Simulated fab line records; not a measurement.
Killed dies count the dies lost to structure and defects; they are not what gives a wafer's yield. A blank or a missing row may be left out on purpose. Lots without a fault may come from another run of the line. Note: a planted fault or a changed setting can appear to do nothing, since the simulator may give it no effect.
fab line records	flow n5-finfet
record: lots: 10	wafers: 29	last-day: 17
route steps=1938 shown SD_EPI_P@305 ILD0@336 BEOL_M4@1111 PASSIVATION@1936
lots with no fault: from the same line, run without faults
start-h: hours from the record's opening day to when the first of the lot's shown wafers began	wait-h: time in hours since the lot's previous step	" identical to the entry in the row above	L1.1+2: a row that stands for several wafers	- value missing, or start not given	* or withheld: withheld	< > ~ a bound
route shown NAME@n: a module of which the file shows steps, and the number in the route of the first	usual: average and standard deviation across the fault-free wafers	same: alike in all rows	chamber/n: place in a boat	sites: each site's reading	_std_site: how widely they spread, as a standard deviation	_edge_site: mean of outer sites minus mean of inner sites	radius-mm: how far each site lies from the wafer's centre	mask NAME#n: copy n	behind: tool/chamber where the wafer was last shaped	hold: cause of the lot's hold/its duration in hours/its outcome	device: names the non-switching transistor (n, p or np)	end of line: at the end of the route, the tests of the same wafers	a step without rows: its recipe alone	killed: at the first sort, the dies lost to defects and structure; wafer yield is something else	map: the dies of a wafer, with x for killed, . for not killed, _ for no die there
set.NAME: the run value of the setting; set.NAME@STEP: its run value at that earlier step	model.NAME: the simulator's own value behind a step, which no gauge read
the route's steps for a sample of lots (tables are steps, rows are wafers)
services: a tool's chamber out of use, with start hour (start-h, from the record's first day; less than 0 if before it), hours out, and reason
== steps ==
step: N5_SD_EPI_P_INSPECT_11
recipe: mode: adi	inspect-instrument: macro
usual: raw-defect-count: 2.1/1.4
lot.wafer	tool	chamber	start-h	wait-h	raw-defect-count
L356.3	defect-inspect-01	-	59.33	0.0	5
L356.5	"	-	"	"	1
L356.6	"	-	"	"	0
L357.2	defect-inspect-01	-	64.08	0.0	2
L357.6	"	-	"	"	1
L359.1	defect-inspect-01	-	79.09	0.0	2
L359.3	"	-	"	"	2
L359.6	"	-	"	"	0
L361.1	defect-inspect-02	-	90.04	0.0	2
L361.4	"	-	"	"	1
L361.5	"	-	"	"	6
L365.3	defect-inspect-01	-	114.26	0.0	5
L365.4	"	-	"	"	3
L365.5	"	-	"	"	4
L369.1	defect-inspect-02	-	138.78	0.0	1
L369.2	"	-	"	"	1
L369.4	"	-	"	"	1
L373.2	defect-inspect-02	-	161.42	0.0	2
L373.4	"	-	"	"	2
L373.6	"	-	"	"	1
L375.2	defect-inspect-02	-	172.60	0.0	2
L375.3	"	-	"	"	4
L375.5	"	-	"	"	1
L377.2	defect-inspect-01	-	186.48	0.0	2
L377.3	"	-	"	"	3
L377.4	"	-	"	"	2
L378.2	defect-inspect-01	-	191.15	0.0	1
L378.3	"	-	"	"	1
L378.6	"	-	"	"	1
step: N5_SD_EPI_P_ETCHBACK_46
recipe: chemistry: CH3F/O2	mode: anisotropic-etchback	target: SiNx	target-depth-a: 175	stop-on: SiO2	over-etch-frac: 0.3	ion-energy-ev: 120	pressure-mtorr: 30	source-w: 395	bias-w: 73	Ar_flow_sccm: 150	CH3F_flow_sccm: 30	O2_flow_sccm: 20
usual: drypump-motor-current-A: 5.6/0.49	mfc-ar-sccm: 150.0/0.46	oes-product-au: 0.68/0.067	rf-vpp-V: 296/6.4	showerhead-plenum-p-Torr: 2.00/0.067	throttle-valve-pct: 16.29/0.21
lot.wafer	tool	chamber	start-h	wait-h	drypump-motor-current-A	mfc-ar-sccm	oes-product-au	rf-hours-counter-h	rf-vpp-V	showerhead-plenum-p-Torr	throttle-valve-pct
L356.3	rie-diel-03	2	59.78	0.0	5.0	149.8	0.68	118	295	1.94	16.30
L356.5	"	3	"	"	5.4	151.1	0.63	-	289	2.07	16.34
L356.6	"	2	"	"	5.1	149.6	0.68	-	293	1.94	16.29
L357.2	rie-diel-03	2	64.53	0.0	5.1	149.7	0.68	120	295	1.94	16.31
L357.6	"	3	"	"	5.4	149.7	0.63	-	287	2.07	16.31
L359.1	rie-diel-03	1	79.85	0.0	6.1	149.7	0.82	9	298	1.95	16.02
L359.3	"	0	"	"	5.9	150.1	0.65	133	305	2.01	16.43
L359.6	"	1	"	"	6.1	150.1	0.82	-	298	1.95	16.03
L361.1	rie-diel-03	2	90.49	0.0	5.0	150.3	0.67	130	295	1.93	16.31
L361.4	"	3	"	"	5.4	149.8	0.62	204	288	2.07	16.34
L361.5	"	3	"	"	5.4	149.4	0.62	-	289	2.07	16.37
L365.3	rie-diel-01	3	114.70	0.0	5.4	149.4	0.61	186	291	1.91	16.36
L365.4	"	2	"	"	5.0	149.1	0.61	212	301	1.97	16.76
L365.5	"	3	"	"	5.3	149.7	0.61	-	290	1.91	16.36
L369.1	rie-diel-03	3	139.23	0.0	5.4	150.4	0.61	219	290	2.06	16.37
L369.2	"	1	"	"	6.1	148.9	0.77	28	300	1.95	16.06
L369.4	"	0	"	"	5.9	149.8	0.64	152	306	2.00	16.46
L373.2	rie-diel-03	1	161.89	0.0	6.1	150.0	0.77	35	298	1.94	16.07
L373.4	"	2	"	"	5.0	149.8	0.65	152	294	1.93	16.35
L373.6	"	1	"	"	6.1	149.9	0.77	-	299	1.94	16.07
L375.2	rie-diel-05	2	173.05	0.0	6.7	149.5	0.69	101	298	2.08	15.84
L375.3	"	0	"	"	5.6	149.9	0.65	117	284	1.86	16.30
L375.5	"	3	"	"	5.8	150.1	0.61	-	305	2.06	16.13
L377.2	rie-diel-03	3	186.93	0.0	5.4	150.4	0.61	232	290	2.06	16.40
L377.3	"	2	"	"	5.0	150.7	0.65	159	294	1.92	16.38
L377.4	"	2	"	"	5.0	150.4	0.64	-	295	1.92	16.37
L378.2	rie-diel-01	0	191.60	0.0	4.9	149.8	0.74	63	288	2.02	16.32
L378.3	"	2	"	"	5.0	149.9	0.59	237	299	1.96	16.81
L378.6	"	2	"	"	5.0	149.7	0.60	-	301	1.96	16.79
step: N5_ILD0_FCVD_FILL_01
recipe: material: SiO2_flowable	target-thk-a: 2000	temp-c: 100	pressure-torr: 0.8	rf-w: 2000	time-s: 328.3
lot.wafer	tool	chamber	start-h	wait-h
L356.3+5+6	fcvd-02	0,1,0	64.64	0.3
L357.2+6	fcvd-02	0	69.51	0.2
L359.1+3+6	fcvd-01	0,0,1	84.46	0.2
L359.1+3+6	fcvd-01	0,0,1	85.00	0.4
L361.1+4+5	fcvd-02	0,0,1	95.35	0.2
L365.3+4+5	fcvd-02	0,1,0	119.40	0.3
L365.3+4+5	fcvd-02	0,1,0	119.94	0.4
L369.1+2+4	fcvd-02	1,0,0	144.12	0.4
L369.1+2+4	fcvd-02	1,0,0	144.67	0.4
L373.2+4+6	fcvd-02	0,1,0	167.26	0.2
L375.2+3+5	fcvd-01	0,1,0	177.93	0.2
L377.2+3+4	fcvd-01	1,0,1	191.65	0.2
L378.2+3+6	fcvd-01	1,0,1	197.07	0.2
step: N5_ILD0_CMP_03
recipe: stop-on: SiNx	t-overpolish-s: 1.9	post-cmp-clean: alkaline-brush	down-force-psi: 4.1491	platen-rpm: 51.796	pad-velocity-m-s: 1.0306	target-thk-nm: 197.38
usual: motor-current-A: 12.0/1.3	overpolish-run-s: 1.900/0.0092	retaining-ring-pressure-frac: 1.000/0.0051	time-to-endpoint-s: 72/4.7
lot.wafer	tool	chamber	start-h	wait-h	motor-current-A	overpolish-run-s	retaining-ring-pressure-frac	time-to-endpoint-s
L356.3	cmp-02	3	66.51	0.1	12.5	1.899	0.997	77
L356.6	"	2	"	"	10.6	1.918	1.001	74
L356.5	"	3	"	"	12.9	1.889	0.998	81
L357.2	cmp-01	1	71.58	0.1	11.7	1.909	1.010	61
L357.6	"	3	"	"	12.3	1.910	1.003	68
L359.3	cmp-01	2	87.08	0.2	14.6	1.901	0.994	147
L359.1	"	3	"	"	12.3	1.898	0.996	141
L359.6	"	2	"	"	14.3	1.892	1.001	146
L361.4	cmp-01	1	97.34	0.1	11.8	1.894	0.991	68
L361.1	"	2	"	"	13.7	1.900	0.999	78
L361.5	"	0	"	"	10.9	1.905	0.999	71
L365.4	cmp-01	3	121.81	0.1	11.4	1.892	0.998	137
L365.3	"	1	"	"	12.9	1.890	1.006	128
L365.5	"	2	"	"	14.2	1.894	1.000	145
L369.4	cmp-01	3	146.62	0.0	12.0	1.900	1.001	144
L369.2	"	1	"	"	11.9	1.893	0.996	133
L369.1	"	2	"	"	14.7	1.905	0.998	148
L373.2	cmp-02	3	169.25	0.1	12.9	1.920	1.000	74
L373.4	"	1	"	"	10.3	1.910	1.002	71
L373.6	"	2	"	"	11.1	1.898	0.997	74
L375.3	cmp-03	0	179.88	0.0	10.4	1.894	1.009	67
L375.2	"	1	"	"	10.8	1.911	0.997	68
L375.5	"	1	"	"	10.8	1.898	0.994	70
L377.2	cmp-03	1	193.63	0.1	11.4	1.917	0.998	65
L377.3	"	2	"	"	12.5	1.919	1.003	70
L377.4	"	3	"	"	12.1	1.889	1.008	65
L378.3	cmp-01	0	199.07	0.1	10.8	1.903	1.003	70
L378.2	"	2	"	"	14.4	1.905	1.009	77
L378.6	"	3	"	"	11.8	1.902	1.005	74
step: N5_ILD0_CMP_07
recipe: stop-on: poly-Si	material: SiO2_flowable	t-overpolish-s: 1.18	post-cmp-clean: alkaline-brush	down-force-psi: 4.1491	platen-rpm: 51.796	pad-velocity-m-s: 1.0306	target-thk-nm: 138.88
usual: motor-current-A: 11.7/1.2	retaining-ring-pressure-frac: 1.000/0.0054
lot.wafer	tool	chamber	start-h	wait-h	motor-current-A	retaining-ring-pressure-frac
L356.3	cmp-03	3	66.91	0.1	11.3	1.002
L356.6	"	0	"	"	10.6	0.997
L356.5	"	1	"	"	10.9	0.996
L357.2	cmp-03	1	71.82	0.1	11.4	0.995
L357.6	"	1	"	"	10.9	1.005
L359.3	cmp-02	1	87.57	0.2	9.4	0.999
L359.1	"	2	"	"	11.2	0.997
L359.6	"	2	"	"	11.2	1.003
L361.4	cmp-03	0	97.62	0.0	10.6	0.994
L361.1	"	1	"	"	10.9	1.010
L361.5	"	1	"	"	10.9	1.016
L365.4	cmp-01	3	122.13	0.1	11.9	0.995
L365.3	"	0	"	"	11.4	0.998
L365.5	"	3	"	"	12.5	0.990
L369.1	cmp-03	3	146.94	0.0	11.8	0.996
L369.2	"	1	"	"	10.9	0.999
L369.4	"	2	"	"	13.2	0.990
L373.4	cmp-03	0	169.54	0.0	10.7	0.995
L373.2	"	2	"	"	13.1	1.005
L373.6	"	1	"	"	10.5	1.006
L375.3	cmp-03	0	180.21	0.0	10.4	1.004
L375.2	"	2	"	"	13.5	1.000
L375.5	"	1	"	"	11.4	0.996
L377.3	cmp-03	2	193.92	0.0	12.6	0.999
L377.2	"	3	"	"	11.3	1.002
L377.4	"	1	"	"	11.0	1.007
L378.3	cmp-03	0	199.36	0.0	10.2	0.999
L378.2	"	3	"	"	11.6	1.001
L378.6	"	1	"	"	11.1	0.999
step: N5_BEOL_M4_RC_MEAS_101
usual: DIBL_N: 36.3/1.6	DIBL_P: 36.2/2.1	IOFF_N: 0.16/0.031	IOFF_P: 0.21/0.034	ION_N: 673/11	ION_P: 461/7.4	SS_N: 71.6/0.55	SS_P: 73.3/0.66	VT_N: 251/3.2	VT_P: -251/3.5
lot.wafer	tool	chamber	start-h	wait-h	DIBL_N[mV/V]	DIBL_P[mV/V]	IOFF_N[nA/um]	IOFF_P[nA/um]	ION_N[uA/um]	ION_P[uA/um]	SS_N[mV/dec]	SS_P[mV/dec]	VT_N[mV]	VT_P[mV]
L356.3	prober-02	0	159.98	0.3	36.3	36.0	0.14	0.21	683	471	71.0	73.8	254	-254
L356.5	"	0	"	"	36.8	36.5	0.14	0.21	665	462	71.5	73.4	253	-253
L356.6	"	0	"	"	38.4	37.9	0.17	0.25	676	464	71.2	74.0	250	-251
L357.2	prober-02	0	163.25	0.2	33.4	33.4	0.12	0.15	664	452	70.8	72.9	258	-254
L357.6	"	0	"	"	35.0	36.1	0.15	0.20	661	453	71.6	73.3	249	-251
L359.1	prober-02	0	185.05	0.0	36.0	35.8	0.14	0.22	661	460	72.0	73.4	255	-250
L359.3	"	0	"	"	38.8	39.2	0.20	0.28	679	467	71.9	74.3	249	-244
L359.6	"	0	"	"	38.9	39.4	0.19	0.28	675	473	72.2	74.7	248	-244
L361.1	prober-01	0	192.87	0.0	39.4	39.1	0.25	0.27	681	460	72.0	74.2	244	-247
L361.4	"	0	"	"	39.9	40.1	0.24	0.28	683	461	72.9	74.2	245	-247
L361.5	"	0	"	"	40.0	39.6	0.26	0.28	683	464	72.5	73.5	246	-248
L365.3	prober-01	0	211.20	0.3	34.6	34.2	0.14	0.17	675	458	71.9	73.1	252	-255
L365.4	"	0	"	"	36.0	36.7	0.18	0.20	683	469	71.6	73.8	249	-251
L365.5	"	0	"	"	35.9	36.5	0.17	0.20	694	469	72.3	74.3	249	-252
L373.2	prober-01	0	261.83	0.2	37.7	38.2	0.18	0.22	687	465	71.7	73.5	249	-252
L373.4	"	0	"	"	37.0	36.0	0.15	0.20	668	461	72.2	73.6	250	-255
L373.6	"	0	"	"	38.1	37.4	0.19	0.23	676	464	72.0	73.1	250	-248
L369.1	prober-01	0	267.26	0.0	36.4	38.2	0.18	0.26	687	474	71.8	73.9	246	-248
L369.2	"	0	"	"	35.1	35.3	0.15	0.19	670	457	71.4	73.2	249	-250
L369.4	"	0	"	"	38.9	40.0	0.23	0.28	682	467	72.6	74.5	246	-250
L375.2	prober-01	0	273.49	0.2	36.9	37.1	0.16	0.18	670	454	71.6	73.1	251	-258
L375.3	"	0	"	"	33.8	33.7	0.11	0.13	662	446	70.9	72.7	256	-262
L375.5	"	0	"	"	36.6	37.1	0.16	0.17	682	459	71.5	73.2	249	-258
L377.2	prober-01	0	295.65	0.2	34.2	32.7	0.10	0.14	656	455	70.4	71.8	257	-254
L377.3	"	0	"	"	37.2	37.0	0.15	0.19	667	456	71.2	72.6	251	-253
L377.4	"	0	"	"	36.9	36.4	0.14	0.19	666	463	71.6	72.9	252	-255
L378.2	prober-01	0	298.01	0.2	37.9	38.5	0.19	0.23	687	466	71.7	74.6	248	-249
L378.3	"	0	"	"	39.1	41.1	0.23	0.28	697	472	73.3	74.0	245	-248
L378.6	"	0	"	"	39.1	41.7	0.25	0.29	708	478	72.5	74.3	243	-248
step: N5_PASSIVATION_PROBE_49
usual: defect-limited-yield: 91.5/1.5	killed_at_M0_to_M3: 32/9.4	killed_at_M4_up: 12/5.1	killed-at-contacts: 11/7.4	killed-at-front-end: 41/11	killed-at-other: 3.4/2.5	killed-dies: 100/17	killed-on-rim: 13/4.4	killed-open: 65/14	killed-short: 33/7	sort_bin_4_leakage: 0.00/0.01	sort_bin_5_function: 4.9/0.96	sort_bin_6_memory: 3.1/0.7	sort-n-pass: 1080/17	sort-yield-pct: 91.5/1.5
same: gross-dies: 1180	killed-at-back-side: 0	sort_bin_8_speed[%]: 0
lot.wafer	tool	chamber	start-h	wait-h	defect-limited-yield[%]	killed_at_M0_to_M3	killed_at_M4_up	killed-at-contacts	killed-at-front-end	killed-at-other	killed-dies	killed-on-rim	killed-open	killed-short	sort_bin_4_leakage[%]	sort_bin_5_function[%]	sort_bin_6_memory[%]	sort-n-pass	sort-yield-pct[%]
L357.2	prober-01	-	255.74	0.1	93.4	26	13	9	27	3	78	6	48	28	0	3.6	2.8	1102	93.4
L357.6	prober-01	-	255.94	0.3	92.1	35	6	10	37	5	93	12	64	29	0	4.7	3.0	1087	92.1
L356.3	prober-02	-	264.57	0.1	91.5	27	12	17	37	7	100	11	65	35	0	4.5	3.7	1080	91.5
L356.5	prober-02	-	264.67	0.2	92.5	15	10	8	50	6	89	12	58	31	0	4.6	2.9	1091	92.5
L356.6	prober-02	-	264.72	0.3	92.5	25	9	4	45	6	89	17	54	26	0	4.2	2.4	1091	92.5
L361.1	prober-02	-	279.62	0.0	92.6	23	20	16	25	3	87	10	56	30	0	4.3	2.5	1093	92.6
L361.4	prober-02	-	279.77	0.2	91.6	39	15	15	30	0	99	8	75	24	0	5.2	3.1	1081	91.6
L361.5	prober-02	-	279.82	0.2	90.2	24	14	19	54	5	116	15	73	43	0.08	5.5	3.6	1063	90.1
L359.1	prober-02	-	289.72	0.0	88.5	30	14	7	79	6	136	21	77	58	0	7.1	3.8	1044	88.5
L359.3	prober-02	-	289.82	0.1	89.3	31	16	9	64	6	126	21	81	43	0	5.7	4.7	1054	89.3
L359.6	prober-02	-	289.97	0.3	91.6	27	18	15	33	6	99	13	65	32	0	5.3	2.7	1081	91.6
L365.3	prober-02	-	305.21	0.1	88.7	40	15	6	71	1	133	28	99	34	0	7.1	3.6	1047	88.7
L365.4	prober-02	-	305.26	0.2	90.3	49	23	11	29	2	114	20	74	40	0	6.6	2.9	1066	90.3
L365.5	prober-02	-	305.31	0.2	89.3	46	7	4	69	0	126	22	89	33	0	5.8	4.2	1054	89.3
L373.2	prober-01	-	351.85	0.1	90.9	25	6	16	55	5	107	16	73	26	0	3.9	4.3	1073	90.9
L373.4	prober-01	-	351.95	0.2	90.4	33	11	19	49	1	113	14	68	37	0	4.8	3.6	1067	90.4
L373.6	prober-01	-	352.05	0.3	91.1	32	7	16	46	4	105	14	66	35	0	5.0	3.1	1075	91.1
L369.1	prober-02	-	359.67	0.0	91.8	39	14	6	31	7	97	16	67	30	0	5.0	2.9	1083	91.8
L369.2	prober-02	-	359.72	0.1	91.6	26	15	6	51	1	99	15	65	34	0	5.9	2.4	1081	91.6
L369.4	prober-02	-	359.82	0.2	91.5	27	7	14	51	1	100	15	67	33	0	4.7	3.4	1080	91.5
L375.2	prober-01	-	359.84	0.1	93.0	19	2	8	49	5	83	11	51	32	0	3.6	3.0	1097	93.0
L375.3	prober-01	-	359.89	0.1	92.4	38	6	10	34	2	90	16	62	26	0	4.7	2.5	1090	92.4
L375.5	prober-01	-	359.99	0.2	93.9	31	4	5	31	1	72	12	47	25	0	3.3	2.7	1108	93.9
L377.2	prober-02	-	388.78	0.1	92.4	30	16	3	35	6	90	8	70	19	0	5.1	2.5	1090	92.4
L377.3	prober-02	-	388.83	0.1	91.3	44	8	16	31	4	103	14	77	26	0	5.3	3.1	1077	91.3
L377.4	prober-02	-	388.88	0.2	91.7	31	11	7	42	7	98	15	64	26	0	4.9	2.5	1082	91.7
L378.2	prober-02	-	401.10	0.1	93.4	19	11	1	45	2	78	8	46	32	0	3.9	2.4	1102	93.4
L378.3	prober-02	-	401.15	0.1	92.3	36	14	8	33	0	91	7	62	29	0	4.9	2.5	1089	92.3
L378.6	prober-02	-	401.30	0.3	93.1	39	13	4	23	2	81	15	53	27	0	4.2	2.3	1099	93.1
killed by level:class
L357.2 BEOL_M2:geometric-particle:open=8 DUMMY_GATE:geometric-particle:open=5 MOL_CONTACT_COAG:geometric-particle:open=5 BEOL_M1:geometric-particle:open=5 STI_FIN_REVEAL:geometric-particle:open=4 MOL_CONTACT_COAG:geometric-particle:short=4 BEOL_M4:geometric-particle:open=4 FIN_SAQP:geometric-particle:short=3
L357.6 BEOL_M2:geometric-particle:open=15 MOL_CONTACT_COAG:geometric-particle:open=9 DUMMY_GATE:geometric-particle:open=7 BEOL_M0_SAQP:geometric-particle:short=7 BEOL_M1:geometric-particle:open=7 ILD0:geometric-particle:short=6 STARTING-WAFER:geometric-particle:open=6 STI_FIN_REVEAL:geometric-particle:open=4
L356.3 MOL_CONTACT_COAG:geometric-particle:open=17 FIN_SAQP:geometric-particle:short=10 BEOL_M2:geometric-particle:open=10 STI_FIN_REVEAL:geometric-particle:open=8 BEOL_M0_SAQP:geometric-particle:short=8 STARTING-WAFER:geometric-particle:open=5 GATE_CUT:geometric-particle:short=4 BEOL_M0_SAQP:geometric-particle:open=4
L356.5 FIN_SAQP:geometric-particle:short=14 DUMMY_GATE:geometric-particle:open=9 BEOL_M2:geometric-particle:open=9 MOL_CONTACT_COAG:geometric-particle:open=7 FIN_SAQP:geometric-particle:open=6 STI_FIN_REVEAL:geometric-particle:open=4 GATE_CUT:geometric-particle:open=4 GATE_CUT:geometric-particle:short=4
L356.6 BEOL_M2:geometric-particle:open=10 HKMG_FIN:area-etch=9 BEOL_M3:geometric-particle:open=7 FIN_SAQP:geometric-particle:open=6 STI_FIN_REVEAL:geometric-particle:open=6 GATE_CUT:geometric-particle:short=6 FIN_SAQP:geometric-particle:short=5 STARTING-WAFER:geometric-particle:open=5
L361.1 MOL_CONTACT_COAG:geometric-particle:open=13 STI_FIN_REVEAL:geometric-particle:open=6 BEOL_M4:geometric-particle:open=6 GATE_CUT:geometric-particle:short=5 BEOL_M3:geometric-particle:open=4 FIN_SAQP:geometric-particle:short=3 GATE_CUT:geometric-particle:open=3 MOL_CONTACT_COAG:geometric-particle:short=3
L361.4 MOL_CONTACT_COAG:geometric-particle:open=14 BEOL_M1:geometric-particle:open=13 BEOL_M4:geometric-particle:open=11 STI_FIN_REVEAL:geometric-particle:open=9 BEOL_M3:geometric-particle:open=8 FIN_SAQP:geometric-particle:short=5 BEOL_M0_SAQP:geometric-particle:open=5 BEOL_M1:geometric-particle:short=4
L361.5 MOL_CONTACT_COAG:geometric-particle:open=16 FIN_SAQP:geometric-particle:short=12 FIN_SAQP:geometric-particle:open=10 GATE_CUT:geometric-particle:short=9 BEOL_M2:geometric-particle:open=7 GATE_CUT:geometric-particle:open=6 STI_FIN_REVEAL:geometric-particle:open=5 BEOL_M4:geometric-particle:open=5
L359.1 FIN_SAQP:geometric-particle:open=18 STI_FIN_REVEAL:geometric-particle:open=18 GATE_CUT:geometric-particle:short=16 FIN_SAQP:geometric-particle:short=10 BEOL_M0_SAQP:geometric-particle:open=10 BEOL_M0_SAQP:geometric-particle:short=10 BEOL_M3:geometric-particle:open=5 STI_FIN_REVEAL:geometric-particle:short=5
L359.3 STI_FIN_REVEAL:geometric-particle:open=14 GATE_CUT:geometric-particle:short=14 BEOL_M3:geometric-particle:open=14 FIN_SAQP:geometric-particle:open=11 BEOL_M4:geometric-particle:open=9 BEOL_M0_SAQP:geometric-particle:open=6 DUMMY_GATE:geometric-particle:open=5 GATE_CUT:geometric-particle:open=5
L359.6 MOL_CONTACT_COAG:geometric-particle:open=13 STI_FIN_REVEAL:geometric-particle:open=9 GATE_CUT:geometric-particle:short=8 BEOL_M2:geometric-particle:open=7 BEOL_M3:geometric-particle:open=6 BEOL_M5:geometric-particle:short=5 STI_FIN_REVEAL:geometric-particle:short=5 BEOL_M0_SAQP:geometric-particle:open=5
L365.3 FIN_SAQP:geometric-particle:open=24 BEOL_M1:geometric-particle:open=12 STI_FIN_REVEAL:geometric-particle:open=11 BEOL_M2:geometric-particle:open=9 FIN_SAQP:geometric-particle:short=7 STI_FIN_REVEAL:geometric-particle:short=7 BEOL_M0_SAQP:geometric-particle:open=7 GATE_CUT:geometric-particle:open=6
L365.4 BEOL_M0_SAQP:geometric-particle:open=14 BEOL_M0_SAQP:geometric-particle:short=13 BEOL_M4:geometric-particle:open=13 BEOL_M2:geometric-particle:open=10 FIN_SAQP:geometric-particle:open=9 MOL_CONTACT_COAG:geometric-particle:open=7 STI_FIN_REVEAL:geometric-particle:open=5 BEOL_M5:geometric-particle:open=5
L365.5 BEOL_M2:geometric-particle:open=22 FIN_SAQP:geometric-particle:open=20 FIN_SAQP:geometric-particle:short=14 BEOL_M0_SAQP:geometric-particle:open=8 BEOL_M1:geometric-particle:open=7 GATE_CUT:geometric-particle:short=7 STI_FIN_REVEAL:geometric-particle:open=6 DUMMY_GATE:geometric-particle:open=5
L373.2 FIN_SAQP:geometric-particle:open=15 MOL_CONTACT_COAG:geometric-particle:open=13 BEOL_M3:geometric-particle:open=12 FIN_SAQP:geometric-particle:short=8 HKMG_FIN:area-etch=7 STI_FIN_REVEAL:geometric-particle:open=6 BEOL_M2:geometric-particle:open=5 GATE_CUT:geometric-particle:open=4
L373.4 MOL_CONTACT_COAG:geometric-particle:open=14 FIN_SAQP:geometric-particle:short=11 BEOL_M2:geometric-particle:open=8 HKMG_FIN:area-etch=8 STI_FIN_REVEAL:geometric-particle:open=7 BEOL_M3:geometric-particle:open=7 MOL_CONTACT_COAG:geometric-particle:short=5 BEOL_M0_SAQP:geometric-particle:short=5
L373.6 STI_FIN_REVEAL:geometric-particle:open=20 MOL_CONTACT_COAG:geometric-particle:open=11 BEOL_M0_SAQP:geometric-particle:short=10 BEOL_M0_SAQP:geometric-particle:open=8 GATE_CUT:geometric-particle:short=5 MOL_CONTACT_COAG:geometric-particle:short=5 BEOL_M3:geometric-particle:open=5 FIN_SAQP:geometric-particle:open=3
L369.1 BEOL_M0_SAQP:geometric-particle:short=12 BEOL_M0_SAQP:geometric-particle:open=12 BEOL_M1:geometric-particle:open=7 BEOL_M4:geometric-particle:open=6 PASS1_DEP:geometric-particle:open=6 DUMMY_GATE:geometric-particle:open=5 MOL_CONTACT_COAG:geometric-particle:open=5 BEOL_M3:geometric-particle:open=5
L369.2 STI_FIN_REVEAL:geometric-particle:open=14 FIN_SAQP:geometric-particle:short=12 BEOL_M0_SAQP:geometric-particle:open=8 FIN_SAQP:geometric-particle:open=7 BEOL_M0_SAQP:geometric-particle:short=7 BEOL_M2:geometric-particle:open=5 DUMMY_GATE:geometric-particle:open=4 GATE_CUT:geometric-particle:open=4
L369.4 FIN_SAQP:geometric-particle:open=15 MOL_CONTACT_COAG:geometric-particle:open=13 FIN_SAQP:geometric-particle:short=10 BEOL_M0_SAQP:geometric-particle:open=9 STI_FIN_REVEAL:geometric-particle:open=4 DUMMY_GATE:geometric-particle:open=4 BEOL_M2:geometric-particle:open=4 BEOL_M0_SAQP:geometric-particle:short=3
L375.2 STI_FIN_REVEAL:geometric-particle:open=9 GATE_CUT:geometric-particle:short=9 MOL_CONTACT_COAG:geometric-particle:open=8 BEOL_M2:geometric-particle:open=7 FIN_SAQP:geometric-particle:open=6 BEOL_M0_SAQP:geometric-particle:short=6 BEOL_M0_SAQP:geometric-particle:open=5 FIN_SAQP:geometric-particle:short=4
L375.3 BEOL_M2:geometric-particle:open=15 STI_FIN_REVEAL:geometric-particle:open=8 MOL_CONTACT_COAG:geometric-particle:open=6 BEOL_M1:geometric-particle:open=5 BEOL_M1:geometric-particle:short=5 FIN_SAQP:geometric-particle:short=4 SPACER0:geometric-particle:open=4 GATE_CUT:geometric-particle:short=4
L375.5 FIN_SAQP:geometric-particle:open=8 BEOL_M0_SAQP:geometric-particle:open=8 BEOL_M3:geometric-particle:open=7 BEOL_M2:geometric-particle:open=6 GATE_CUT:geometric-particle:short=5 MOL_CONTACT_COAG:geometric-particle:open=4 FIN_SAQP:geometric-particle:short=3 STI_FIN_REVEAL:geometric-particle:open=3
L377.2 STI_FIN_REVEAL:geometric-particle:open=8 BEOL_M1:geometric-particle:open=8 BEOL_M3:geometric-particle:open=6 BEOL_M4:geometric-particle:open=6 DUMMY_GATE:geometric-particle:open=5 BEOL_M0_SAQP:geometric-particle:open=5 STARTING-WAFER:geometric-particle:open=5 FIN_SAQP:geometric-particle:open=4
L377.3 MOL_CONTACT_COAG:geometric-particle:open=15 BEOL_M0_SAQP:geometric-particle:short=10 BEOL_M3:geometric-particle:open=10 GATE_CUT:geometric-particle:open=7 GATE_CUT:geometric-particle:short=7 BEOL_M1:geometric-particle:open=7 FIN_SAQP:geometric-particle:open=6 BEOL_M0_SAQP:geometric-particle:open=6
L377.4 BEOL_M2:geometric-particle:open=13 STI_FIN_REVEAL:geometric-particle:open=10 BEOL_M3:geometric-particle:open=7 GATE_CUT:geometric-particle:short=6 MOL_CONTACT_COAG:geometric-particle:open=6 BEOL_M0_SAQP:geometric-particle:open=6 BEOL_M4:geometric-particle:open=6 HKMG_FIN:area-etch=6
L378.2 FIN_SAQP:geometric-particle:short=17 FIN_SAQP:geometric-particle:open=14 BEOL_M0_SAQP:geometric-particle:short=5 BEOL_M0_SAQP:geometric-particle:open=4 BEOL_M1:geometric-particle:open=4 BEOL_M3:geometric-particle:open=4 STI_FIN_REVEAL:geometric-particle:short=3 BEOL_M4:geometric-particle:open=3
L378.3 BEOL_M0_SAQP:geometric-particle:open=12 FIN_SAQP:geometric-particle:short=8 BEOL_M4:geometric-particle:open=8 FIN_SAQP:geometric-particle:open=6 DUMMY_GATE:geometric-particle:open=6 MOL_CONTACT_COAG:geometric-particle:open=5 BEOL_M0_SAQP:geometric-particle:short=5 BEOL_M1:geometric-particle:short=5
L378.6 BEOL_M0_SAQP:geometric-particle:open=10 BEOL_M3:geometric-particle:open=8 DUMMY_GATE:geometric-particle:open=7 BEOL_M1:geometric-particle:open=6 BEOL_M1:geometric-particle:short=5 BEOL_M4:geometric-particle:open=5 MOL_CONTACT_COAG:geometric-particle:open=4 GATE_CUT:geometric-particle:short=4
== services ==
tool	chamber	start-h	hours	kind
cmp-01	-	36.22	8.1	pm
fcvd-01	0	42.70	16.7	repair
cmp-01	-	54.84	0.5	repair
fcvd-01	0	59.40	-	clean
fcvd-01	0	59.40	18.0	scheduled-down
fcvd-01	0	59.40	18.0	vent-cycle
cmp-03	-	60.63	3.7	repair
rie-diel-05	-	70.80	14.6	pm
rie-diel-01	-	105.87	0.6	repair
cmp-03	-	111.24	4.0	pm
cmp-03	-	115.24	-	consumable-replace:conditioner
cmp-03	-	115.24	-	consumable-replace:pad
fcvd-02	1	124.58	13.9	repair
cmp-02	-	134.22	4.5	pm
cmp-03	-	134.79	3.7	pm
rie-diel-01	1	140.00	12.9	repair
fcvd-01	-	140.82	28.1	pm
cmp-03	-	142.53	0.3	repair
rie-diel-05	-	159.79	0.5	repair
cmp-01	-	167.23	2.6	repair
cmp-01	-	176.94	11.4	pm
rie-diel-03	0	181.89	7.9	repair
cmp-02	-	188.39	11.7	pm
fcvd-01	0	193.18	2.6	repair
== key ==
first-sign: step: N5_ILD0_FCVD_FILL_01	reading: visit	direction: added
effect: step: N5_ILD0_CMP_03	reading: time-to-endpoint-s	direction: up	sigmas: 15	usual: *	struck: *
met-at N5_ILD0_FCVD_FILL_01
struck-lots L359,L365,L369
not-acting-at N5_SD_EPI_P_INSPECT_11,N5_SD_EPI_P_ETCHBACK_46,N5_ILD0_CMP_07
fault: kind: repeated-step-whole	tool: fcvd-01,fcvd-02	chamber: -	onset-h: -	steps: N5_ILD0_FCVD_FILL_01	times: 1	scope: struck-lots-only
